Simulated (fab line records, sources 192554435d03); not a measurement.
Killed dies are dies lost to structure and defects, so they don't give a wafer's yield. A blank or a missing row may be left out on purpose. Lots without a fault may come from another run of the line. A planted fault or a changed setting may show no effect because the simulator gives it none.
One fault seen from 3 desks | flow n5_finfet | each desk has only its own numbers; what lay behind them comes last

THE DEFECT DESK
What the inspections along the route counted, lot by lot: means of the sampled wafers that have a number. A lot is out of limits, marked OUT, if its mean lies more than 4 standard deviations from the usual mean; the brackets give that distance.
Columns: A = raw_defect_count at N5_BEOL_M0_CUTY_INSPECT_59, usual 2.0
lot  | first seen here | A
L637 | day 6 06:14     | 3.0
L639 | day 6 11:53     | 2.0
L644 | day 7 21:13     | 1.0
L647 | day 8 16:53     | 1.3
L651 | day 9 15:26     | 1.3
L658 | day 11 08:29    | 2.0
This desk's finding: nothing out of limits on any of the 6 lots.

THE TOOL OWNER'S DESK: rie_diel-04
The tool's own readings at N5_BEOL_M0_CUTY_ETCH_63 (etches SOC in N2/H2, target depth 82.7 nm, overetch 16.5 nm, time 124 s): means of the sampled wafers that have a number, for each lot that ran on this tool. A lot is out of limits, marked OUT, if its mean lies more than 4 standard deviations from the usual mean; the brackets give that distance.
Columns: A = drypump_motor_current_A at N5_BEOL_M0_CUTY_ETCH_63, usual 5.6 A; B = n2_flow_sccm at N5_BEOL_M0_CUTY_ETCH_63, usual 200.0 sccm; C = oes_product_au at N5_BEOL_M0_CUTY_ETCH_63, usual 0.66 a.u.; D = rf_vpp_V at N5_BEOL_M0_CUTY_ETCH_63, usual 524.6 V; E = showerhead_plenum_p_Torr at N5_BEOL_M0_CUTY_ETCH_63, usual 2.57 Torr; F = temp_c at N5_BEOL_M0_CUTY_ETCH_63, usual 39.99 C; G = throttle_valve_pct at N5_BEOL_M0_CUTY_ETCH_63, usual 17.72 %
lot  | first seen here | A   | B     | C    | D     | E    | F     | G
L639 | day 6 11:59     | 5.5 | 199.8 | 0.67 | 527.7 | 2.66 | 39.99 | 17.89
L644 | day 7 21:20     | 5.4 | 199.7 | 0.71 | 525.5 | 2.62 | 40.07 | 17.72
L647 | day 8 17:00     | 5.2 | 200.0 | 0.69 | 527.9 | 2.68 | 39.96 | 17.77
This desk's finding: nothing out of limits on any of the 3 lots.

THE METROLOGY DESK
What the gauges read, lot by lot, whatever tool the lot ran on: means of the sampled wafers that have a number. A lot is out of limits, marked OUT, if its mean lies more than 4 standard deviations from the usual mean; the brackets give that distance. Of its 12 readings 7 are shown: those that lie furthest out on some lot.
Columns: A = cd_nm at N5_BEOL_M0_CUTY_CD_MEAS_57, usual 198.8 nm; B = M0_ABLK_OVL at N5_BEOL_M0_CUTY_OVL_MEAS_58, usual 0.2 nm; C = IOFF_P at N5_BEOL_M4_RC_MEAS_101, usual 0.21 nA/um; D = ION_N at N5_BEOL_M4_RC_MEAS_101, usual 672 uA/um; E = ION_P at N5_BEOL_M4_RC_MEAS_101, usual 461 uA/um; F = VT_N at N5_BEOL_M4_RC_MEAS_101, usual 250 mV; G = VT_P at N5_BEOL_M4_RC_MEAS_101, usual -251 mV
lot  | first seen here | A     | B    | C    | D   | E   | F   | G
L637 | day 6 06:11     | 199.6 | 1.1  | 0.24 | 680 | 468 | 246 | -247
L639 | day 6 11:49     | 199.1 | -0.0 | 0.21 | 667 | 460 | 252 | -250
L644 | day 7 21:10     | 198.8 | 0.5  | 0.22 | 675 | 463 | 248 | -252
L647 | day 8 16:50     | 197.4 | -0.2 | 0.17 | 668 | 453 | 252 | -253
L651 | day 9 15:23     | 198.9 | 0.6  | 0.28 | 688 | 476 | 246 | -245
L658 | day 11 08:26    | 199.5 | 0.3  | 0.19 | 668 | 462 | 252 | -252
This desk's finding: nothing out of limits on any of the 6 lots.

PUT TOGETHER
The defect desk saw nothing out of limits.
The tool owner's desk saw nothing out of limits.
The metrology desk saw nothing out of limits.

WHAT THE SIMULATOR HAD PUT IN
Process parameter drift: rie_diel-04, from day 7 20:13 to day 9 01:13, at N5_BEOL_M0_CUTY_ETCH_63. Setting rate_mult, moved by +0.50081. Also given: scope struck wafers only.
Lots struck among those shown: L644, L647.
